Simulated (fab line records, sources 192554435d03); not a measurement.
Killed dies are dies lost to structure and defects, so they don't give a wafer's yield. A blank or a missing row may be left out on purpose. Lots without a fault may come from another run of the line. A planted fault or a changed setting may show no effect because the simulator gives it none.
fab line records | flow n5_finfet
record lots=7 wafers=39
route steps=1938 shown BEOL_M14@1730 PASSIVATION@1903
start_h: hours from the record's first day to the start of the lot's first wafer shown | wait_h: hours since the lot's step before | " the same as in the row above | L1.1+2: a row that stands for several wafers | - no value, or no start given | * or withheld: withheld | < > ~ a bound
route shown NAME@n: a module of which the file shows steps, and the number in the route of the first | usual: mean/standard deviation of fault-free wafers | same: alike in all rows | chamber/n: place in a boat | sites: the reading at each site | _std_site: their standard deviation | _edge_site: outer sites' mean less inner sites' | radius_mm: how far each site lies from the wafer's centre | mask NAME#n: copy n | behind: the tool/chamber that last shaped the wafer | hold: why the lot was held/for how many hours/how that ended | device: the transistor (n, p or np) that didn't switch | end of line: the same wafers' tests at the end of the route | a step without rows: its recipe alone | killed: dies lost to structure and defects at the first sort, not the wafer's yield | map: a wafer's dies, x killed, . not, _ none there
set.NAME: the setting as run; set.NAME@STEP: as run at that earlier step | model.NAME: the simulator's own value behind a step, which no gauge read
lots whose settings were changed on purpose; a table a step, a row a wafer
## steps
# step N5_BEOL_M14_ETCH_59
# recipe chemistry=N2/H2 target=BARC target_depth_a=890 overetch_a=267 time_s=67.9 ion_energy_ev=200 pressure_mtorr=30 source_w=840 bias_w=150 n2_flow_sccm=200 h2_flow_sccm=200
# columns lot.wafer tool chamber start_h wait_h set.time_s model.coat_of_BEOL_M14_COAT_04.thk_nm
L079.1 rie_diel-03 0 254.69 0.0 67.9 719.8
L079.2+5 " 3,2 " " 67.9 719.6
L079.3 " 2 " " 67.9 721
L079.4 " 1 " " 67.9 720.8
L079.6 " 3 " " 67.9 717.8
L081.1 rie_diel-01 0 272.88 0.0 107.7 685.6
L081.2+3 " 3,2 " " 67.9 719.8
L081.4 " 1 " " 67.9 719.6
L081.5 " 1 " " 107.7 680.8
L081.6 " 2 " " 107.7 685
L080.1 rie_diel-03 2 280.05 0.0 67.9 720.6
L080.2 " 3 " " 67.9 718.8
L080.3 " 1 " " 103.4 686.8
L080.4 " 2 " " 103.4 684.6
L080.5 " 1 " " 67.9 721.4
L080.6 " 3 " " 103.4 684.8
L086.1 rie_diel-01 2 307.61 0.0 67.9 715
L086.2+3 " 3,1 " " 67.9 712.8
L086.4 " 3 " " 67.9 714.4
L086.5 " 1 " " 67.9 713
L086.6 " 2 " " 67.9 717.8
L091.1 rie_diel-01 2 341.10 0.0 67.9 722.4
L091.2 " 1 " " 30.82 755.2
L091.3 " 0 " " 30.82 755
L091.4 " 3 " " 30.82 752.8
L091.5 " 1 " " 67.9 718.4
L091.6 " 2 " " 67.9 722
L093.1+5 rie_diel-03 3,1 341.76 0.0 67.9 718.8
L093.6 " 2 " " 67.9 717
L096.1 rie_diel-03 3 370.14 0.0 67.9 720.8
L096.2 " 1 " " 67.9 719.6
L096.3 " 2 " " 67.9 718.4
L096.4 " 0 " " 67.9 715.8
L096.5 " 0 " " 67.9 713.4
L096.6 " 1 " " 67.9 719.8
# step N5_BEOL_M14_VIA_ETCH_16
# recipe chemistry=C4F8/O2/Ar target=SiO2 he_inner_torr=15 he_outer_torr=30 target_depth_a=12313 time_s=withheld ion_energy_ev=800 pressure_mtorr=20 source_w=1905 bias_w=2040 Ar_flow_sccm=400 C4F8_flow_sccm=16 O2_flow_sccm=12 ends=cleared
# columns lot.wafer tool chamber start_h wait_h set.time_s@BEOL_M14_ETCH_59 model.coat_of_BEOL_M14_COAT_04.thk_nm
L079.1 rie_diel-03 0 254.74 0.0 * 460.2
L079.2 " 3 " " * 460.4
L079.3 " 2 " " * 461.8
L079.4 " 1 " " * 453.4
L079.5 " 2 " " * 453.2
L079.6 " 3 " " * 455.2
L081.1 rie_diel-01 0 272.93 0.0 * 426.6
L081.2 " 3 " " * 456.2
L081.3 " 2 " " * 457.6
L081.4 " 1 " " * 451.6
L081.5 " 1 " " * 414.6
L081.6 " 2 " " * 418.2
L080.1 rie_diel-03 2 280.10 0.0 * 458.8
L080.2 " 3 " " * 450.2
L080.3 " 1 " " * 422
L080.4 " 2 " " * 418.8
L080.5 " 1 " " * 449.2
L080.6 " 3 " " * 417.2
L086.1 rie_diel-01 2 307.66 0.0 * 451
L086.2 " 3 " " * 447.8
L086.3 " 1 " " * 449.6
L086.4 " 3 " " * 449.8
L086.5 " 1 " " * 442
L086.6 " 2 " " * 448.6
L091.1 rie_diel-01 2 341.15 0.0 * 456
L091.2 " 1 " " * 492.2
L091.3 " 0 " " * 493.2
L091.4 " 3 " " * 489.8
L091.5 " 1 " " * 449.6
L091.6 " 2 " " * 457.6
L093.1 rie_diel-03 3 341.82 0.0 * 451.6
L093.5 " 1 " " * 453.6
L093.6 " 2 " " * 454.6
L096.1 rie_diel-03 3 370.19 0.0 * 459.4
L096.2 " 1 " " * 458.2
L096.3 " 2 " " * 460.6
L096.4 " 0 " " * 452.4
L096.5 " 0 " " * 446.4
L096.6 " 1 " " * 455.4
# step N5_BEOL_M14_STRIP_63
# recipe chemistry=O2 power_w=600 temp_c=60 pressure_mtorr=30 rf_frequency_hz=6e+07 bias_power_w=0 overash_fraction=0.3 o2_flow_sccm=225
# step N5_BEOL_M14_STRIP_64
# recipe chemistry=O2 power_w=600 temp_c=60 pressure_mtorr=30 rf_frequency_hz=6e+07 bias_power_w=0 overash_fraction=0.3 o2_flow_sccm=225
# step N5_BEOL_M14_STRIP_71
# recipe chemistry=post_etch_residue_remover time_s=60 temp_c=25 remover_ph=withheld remover_water_wt_pct=withheld remover_fluoride_wt_pct=withheld
# step N5_BEOL_M14_SRD_72
# recipe time_s=30 temp_c=23 rinse_liquid=diw dry=n2_spin spin_rpm=1500 dry_time_s=30
# step N5_BEOL_M14_CD_MEAS_17
# recipe target_cd_nm=250 polarity=opening
# usual cd_nm=251.0/2.5
# columns lot.wafer tool chamber start_h wait_h set.time_s@BEOL_M14_ETCH_59 cd_nm
L079.1 cd_sem-03 - 255.09 0.0 67.9 250.5
L079.2 " - " " 67.9 250.8
L079.3 " - " " 67.9 248.3
L079.4 " - " " 67.9 249.1
L079.5 " - " " 67.9 249.5
L079.6 " - " " 67.9 251.9
L081.1 cd_sem-01 - 273.33 0.0 107.7 258.8
L081.2 " - " " 67.9 253.8
L081.3 " - " " 67.9 255.1
L081.4 " - " " 67.9 254.1
L081.5 " - " " 107.7 260.3
L081.6 " - " " 107.7 260.6
L080.1 cd_sem-03 - 280.45 0.0 67.9 251.0
L080.2 " - " " 67.9 252.0
L080.3 " - " " 103.4 258.8
L080.4 " - " " 103.4 258.4
L080.5 " - " " 67.9 250.7
L080.6 " - " " 103.4 260.0
L086.1 cd_sem-02 - 308.01 0.0 67.9 247.2
L086.2 " - " " 67.9 246.6
L086.3 " - " " 67.9 246.3
L086.4 " - " " 67.9 247.0
L086.5 " - " " 67.9 247.7
L086.6 " - " " 67.9 248.8
L091.1 cd_sem-01 - 341.50 0.0 67.9 251.7
L091.2 " - " " 30.82 242.9
L091.3 " - " " 30.82 241.5
L091.4 " - " " 30.82 242.9
L091.5 " - " " 67.9 249.9
L091.6 " - " " 67.9 250.4
L093.1 cd_sem-01 - 342.16 0.0 67.9 251.3
L093.5 " - " " 67.9 246.8
L093.6 " - " " 67.9 248.2
L096.1 cd_sem-01 - 370.54 0.0 67.9 251.9
L096.2 " - " " 67.9 253.0
L096.3 " - " " 67.9 253.5
L096.4 " - " " 67.9 251.7
L096.5 " - " " 67.9 251.5
L096.6 " - " " 67.9 251.9
# step N5_PASSIVATION_DEVELOP_29
# recipe develop_time_s=60 rinse_liquid=diw dry=air_spin dev_temp_c=21
# columns lot.wafer tool chamber start_h wait_h set.develop_time_s
L079.1+2+3+4+5+6 litho_track-03 0 - - 60
L081.1+2+3+4+5+6 litho_track-01 0 - - 60
L080.1+3+5 litho_track-01 0 - - 60
L080.2+4+6 " 0 " " 41.21
L086.1+2+3 litho_track-01 0 - - 60
L086.4+5+6 " 0 " " 39.26
L091.1+2+3+4+5+6 litho_track-01 0 - - 60
L093.1+5+6 litho_track-01 0 - - 60
L096.1+3+5 litho_track-05 0 - - 60
L096.2+4+6 " 0 " " 26.73
# step N5_PASSIVATION_HARDBAKE_31
# recipe temp_c=130 time_s=120
# step N5_PASSIVATION_CD_MEAS_30
# recipe target_cd_nm=4000 landing_energy_ev=500 detector=se_inlens polarity=opening
# usual cd_nm=4001.4/1.9
# columns lot.wafer tool chamber start_h wait_h set.develop_time_s@PASSIVATION_DEVELOP_29 cd_nm
L079.1 cd_sem-02 0 283.85 - 60 3999.8
L079.2 " 0 " " 60 4000.4
L079.3 " 0 " " 60 4000.0
L079.4 " 0 " " 60 3998.6
L079.5 " 0 " " 60 3998.6
L079.6 " 0 " " 60 3998.5
L081.1 cd_sem-01 0 298.54 - 60 3999.4
L081.2 " 0 " " 60 4001.3
L081.3 " 0 " " 60 3999.2
L081.4 " 0 " " 60 4002.7
L081.5 " 0 " " 60 4001.6
L081.6 " 0 " " 60 4004.9
L080.1 cd_sem-03 0 302.35 - 60 4003.5
L080.2 " 0 " " 41.21 3995.6
L080.3 " 0 " " 60 4005.1
L080.4 " 0 " " 41.21 3994.9
L080.5 " 0 " " 60 4003.9
L080.6 " 0 " " 41.21 3993.4
L086.1 cd_sem-01 0 326.89 - 60 4000.9
L086.2 " 0 " " 60 3999.9
L086.3 " 0 " " 60 3999.5
L086.4 " 0 " " 39.26 3989.2
L086.5 " 0 " " 39.26 3994.4
L086.6 " 0 " " 39.26 3992.6
L091.1 cd_sem-03 0 360.35 - 60 3998.5
L091.2 " 0 " " 60 4000.7
L091.3 " 0 " " 60 3998.3
L091.4 " 0 " " 60 4002.9
L091.5 " 0 " " 60 4000.5
L091.6 " 0 " " 60 4003.8
L093.1 cd_sem-02 0 364.28 - 60 4002.9
L093.5 " 0 " " 60 4000.6
L093.6 " 0 " " 60 4001.6
L096.1 cd_sem-01 0 387.58 - 60 4004.6
L096.2 " 0 " " 26.73 3986.4
L096.3 " 0 " " 60 4002.6
L096.4 " 0 " " 26.73 3987.1
L096.5 " 0 " " 60 4000.6
L096.6 " 0 " " 26.73 3984.8
## key
split step=N5_BEOL_M14_ETCH_59 setting=time_s stated=67.9 by=wafer
response step=N5_BEOL_M14_ETCH_59 reading=model.coat_of_BEOL_M14_COAT_04.thk_nm change=-0.629 per=1% r=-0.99
response step=N5_BEOL_M14_VIA_ETCH_16 reading=model.coat_of_BEOL_M14_COAT_04.thk_nm change=-0.64 per=1% r=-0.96
response step=N5_BEOL_M14_CD_MEAS_17 reading=cd_nm change=+0.13 per=1% r=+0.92
split step=N5_PASSIVATION_DEVELOP_29 setting=develop_time_s stated=60 by=wafer
response step=N5_PASSIVATION_CD_MEAS_30 reading=cd_nm change=+0.284 per=1% r=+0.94
